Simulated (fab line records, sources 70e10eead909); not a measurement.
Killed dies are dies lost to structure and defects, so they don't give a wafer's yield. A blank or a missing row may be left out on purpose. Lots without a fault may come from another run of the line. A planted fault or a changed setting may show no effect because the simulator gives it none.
One fault seen from 2 desks | flow nand_harc | each desk has only its own numbers; what lay behind them comes last

THE TOOL OWNER'S DESK: ald_hk-02
The tool's own readings at NHARC_A_CHANNEL_FILL_D1_ALD_25 (deposits SiOx, target thk 60 nm, pulse time 10 s, ald cycles 600): means of the sampled wafers that have a number, for each lot that ran on this tool. A lot is out of limits, marked OUT, if its mean lies more than 4 standard deviations from the usual mean; the brackets give that distance.
Columns: A = heater_power_w at NHARC_A_CHANNEL_FILL_D1_ALD_25, usual 477 W; B = precursor_pulse_height_rel at NHARC_A_CHANNEL_FILL_D1_ALD_25, usual 0.997; C = susceptor_temp_C at NHARC_A_CHANNEL_FILL_D1_ALD_25, usual 300.00 C
lot  | first seen here | A   | B     | C
L600 | day 10 21:10    | 471 | 1.003 | 300.25
L605 | day 11 13:53    | 470 | 0.984 | 299.97
L617 | day 14 20:11    | 470 | 0.982 | 299.98
L616 | day 14 23:17    | 467 | 0.972 | 300.06
This desk's finding: nothing out of limits on any of the 4 lots.

THE DEFECT DESK
What the inspections along the route counted, lot by lot: means of the sampled wafers that have a number. A lot is out of limits, marked OUT, if its mean lies more than 4 standard deviations from the usual mean; the brackets give that distance.
Columns: A = raw_defect_count at NHARC_A_CHANNEL_FILL_D1_INSPECT_13, usual 296
lot  | first seen here | A
L601 | day 11 03:41    | 352
L600 | day 11 08:28    | 313
L599 | day 11 13:24    | 208
L602 | day 11 13:34    | 358
L605 | day 11 23:45    | 406
L610 | day 13 00:04    | 260
L608 | day 13 04:31    | 248
L611 | day 13 20:10    | 202
L617 | day 15 07:38    | 220
L616 | day 15 11:16    | 248
L620 | day 15 14:55    | 237
L621 | day 15 22:31    | 389
L622 | day 16 22:17    | 260
This desk's finding: nothing out of limits on any of the 13 lots.

PUT TOGETHER
The tool owner's desk saw nothing out of limits.
The defect desk saw nothing out of limits.

WHAT THE SIMULATOR HAD PUT IN
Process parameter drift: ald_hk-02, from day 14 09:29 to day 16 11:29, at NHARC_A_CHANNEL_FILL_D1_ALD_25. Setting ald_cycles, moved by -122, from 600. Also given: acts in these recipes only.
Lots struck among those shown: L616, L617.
